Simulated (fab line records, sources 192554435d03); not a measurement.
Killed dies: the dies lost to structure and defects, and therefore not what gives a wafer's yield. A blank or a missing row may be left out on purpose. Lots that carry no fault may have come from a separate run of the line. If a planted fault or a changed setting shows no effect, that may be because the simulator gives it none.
Lot-split experiment -- flow n5-finfet -- 21 wafers read from 7 lots, route of 1938 steps

== ON THE SPLIT ==
At N5_BEOL_M0_SAQP_SPACER2_ALD_26 (deposits SiO2, target thk 15 nm, pulse time 1 s, purge time 2 s), the setting target-thk-a was moved away from the recipe's 150 angstrom on 4 of the 21 wafers read, by -9.1% to -8.7%. All remaining wafers had this setting at the recipe value.

== FROM THE SPLIT TO THE READING: what the file shows between them, 8 steps ==
- N5_BEOL_M0_SAQP_SPACER2_ETCHBACK_27: etches SiO2 in CHF3/O2, target depth 22.5 nm, time 11.25 s
- N5_BEOL_M0_SAQP_MANDREL2_REMOVE_110: chemistry HBr/Cl2/O2, target a-Si, stops on SiCN, bt time 10 s
- N5_BEOL_M0_SAQP_COAT_69: time 60 s, resist thk 90 nm
- N5_BEOL_M0_CUTY_DESCUM_61: chemistry O2, time 7.9 s
- N5_BEOL_M0_CUTY_ETCH_62: etches SiARC in CF4, time 58.5 s
- N5_BEOL_M0_CUTY_ETCH_63: etches SOC in N2/H2, target depth 82.7 nm, overetch 16.5 nm, time 124 s
- N5_BEOL_M0_CUTY_STRIP_64: strips in N2/H2
- N5_BEOL_M0_ETCH_138: etches SiCN in CH3F/O2, target depth 12 nm, time 31.6 s

== THE READING ==
SiO2_of_BEOL_M0_SAQP_SPACER2_ALD_26.thk-nm (the simulator's own value, which no gauge read), in nm, at N5_BEOL_M0_HM_OPEN_105 (chemistry Cl2/BCl3, target TiN, target depth 12 nm). The file does not state a usual value for it. Here, 17 wafers ran the recipe; their average is 2.7 nm with a standard deviation of 0.1 nm.

wafer,"tool, chamber at the split","target-thk-a as run, angstrom",against the recipe,"SiO2_of_BEOL_M0_SAQP_SPACER2_ALD_26.thk-nm, nm",against lot-mates on the recipe
L075.2,"ald-sin-02, 3",150,recipe,2.8,-
L075.5,"ald-sin-02, 0,3",150,recipe,2.8,-
L075.6,"ald-sin-02, 0,3",150,recipe,2.8,-
L076.2,"ald-sin-02, 3,1,3",150,recipe,2.6,-
L076.6,"ald-sin-02, 3,1,3",150,recipe,2.6,-
L076.4,"ald-sin-02, 3,1,3",150,recipe,2.8,-
L084.3,"ald-sin-04, 2",136.9,-8.7%,1.8,-0.8
L084.5,"ald-sin-04, 0",136.9,-8.7%,1.8,-0.8
L084.4,"ald-sin-04, 2",150,recipe,2.6,-
L088.3,"ald-sin-02, 3",150,recipe,2.6,-
L088.4,"ald-sin-02, 2,3",136.3,-9.1%,1.8,-0.8
L088.5,"ald-sin-02, 2,3",136.3,-9.1%,1.8,-0.8
L091.3,"ald-sin-03, 3,1,0",150,recipe,2.8,-
L091.5,"ald-sin-03, 3,1,0",150,recipe,2.6,-
L091.6,"ald-sin-03, 3,1,0",150,recipe,2.6,-
L093.2,"ald-sin-04, 0",150,recipe,2.6,-
L093.3,"ald-sin-04, 3,1",150,recipe,2.8,-
L093.4,"ald-sin-04, 3,1",150,recipe,2.8,-
L095.2,"ald-sin-03, 2,0",150,recipe,2.8,-
L095.3,"ald-sin-03, 3",150,recipe,2.6,-
L095.5,"ald-sin-03, 2,0",150,recipe,2.6,-
The file does not say which wafer passed through which chamber wherever a row lists several chambers: such a row stands for several wafers.

FIT RESULTS
A straight line over all 21 wafers: SiO2_of_BEOL_M0_SAQP_SPACER2_ALD_26.thk-nm changes by +0.1 nm for each +1% of target-thk-a; r = +0.97; the points scatter about the line by 0.095 nm.
The same after taking each lot's own level away (the mean of its wafers on the recipe; 21 wafers): +0.0895 nm for each +1%; r = +0.97; scatter 0.075 nm.
According to that fit, moving target-thk-a by its largest amount changes the reading by 0.82 nm.
Across the lots, their own levels run from 2.60 to 2.80 nm, a range of 2.0 times the standard deviation given above.
So the slope is not independent of the lot-to-lot level: the two fits are not the same.
Check: -0.824 nm against its lot-mates is what the line predicts for one of the wafers moved furthest among these (-9.1%) when that wafer is left out of the fit. It came out at -0.8 nm against them.

== THESE WAFERS: OTHER SPLITS ==
Other splits were also applied to these wafers ahead of the reading. Each is held against what the fit with the lots' levels taken away leaves over:
other split on the same wafers,wafers away from the commonest value,r with SiO2_of_BEOL_M0_SAQP_SPACER2_ALD_26.thk-nm (lot level and that fit taken away)
N5_BEOL_M0_SAQP_COAT_105 spin-rpm,5,+0.05

== THE WHOLE CHAIN: every reading that the file lists as answering this split, in the file's order ==
step,what it does,reading,change (the file's fit),r (the file's)
N5_BEOL_M0_SAQP_SPACER2_ALD_26,"deposits SiO2, target thk 15 nm, pulse time 1 s, purge time 2 s","SiO2_of_BEOL_M0_SAQP_SPACER2_ALD_26.thk-nm (the simulator's own value, which no gauge read)",+0.151 nm for each +1% of the setting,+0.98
N5_BEOL_M0_SAQP_MANDREL2_REMOVE_110,"chemistry HBr/Cl2/O2, target a-Si, stops on SiCN, bt time 10 s","BEOL_M0_SAQP.cd-nm (the simulator's own value, which no gauge read)",+0.145 nm for each +1% of the setting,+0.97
N5_BEOL_M0_CUTY_ETCH_63,"etches SOC in N2/H2, target depth 82.7 nm, overetch 16.5 nm, time 124 s","SiO2_of_BEOL_M0_SAQP_SPACER2_ALD_26.thk-nm (the simulator's own value, which no gauge read)",+0.134 nm for each +1% of the setting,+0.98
N5_BEOL_M0_ETCH_138,"etches SiCN in CH3F/O2, target depth 12 nm, time 31.6 s","SiO2_of_BEOL_M0_SAQP_SPACER2_ALD_26.thk-nm (the simulator's own value, which no gauge read)",+0.14 nm for each +1% of the setting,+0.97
N5_BEOL_M0_HM_OPEN_105,"chemistry Cl2/BCl3, target TiN, target depth 12 nm","SiO2_of_BEOL_M0_SAQP_SPACER2_ALD_26.thk-nm (the simulator's own value, which no gauge read)",+0.0895 nm for each +1% of the setting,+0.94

== THE FILE'S OWN FIT ==
SiO2_of_BEOL_M0_SAQP_SPACER2_ALD_26.thk-nm changes by +0.0895 nm for each +1% of target-thk-a, r = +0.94.
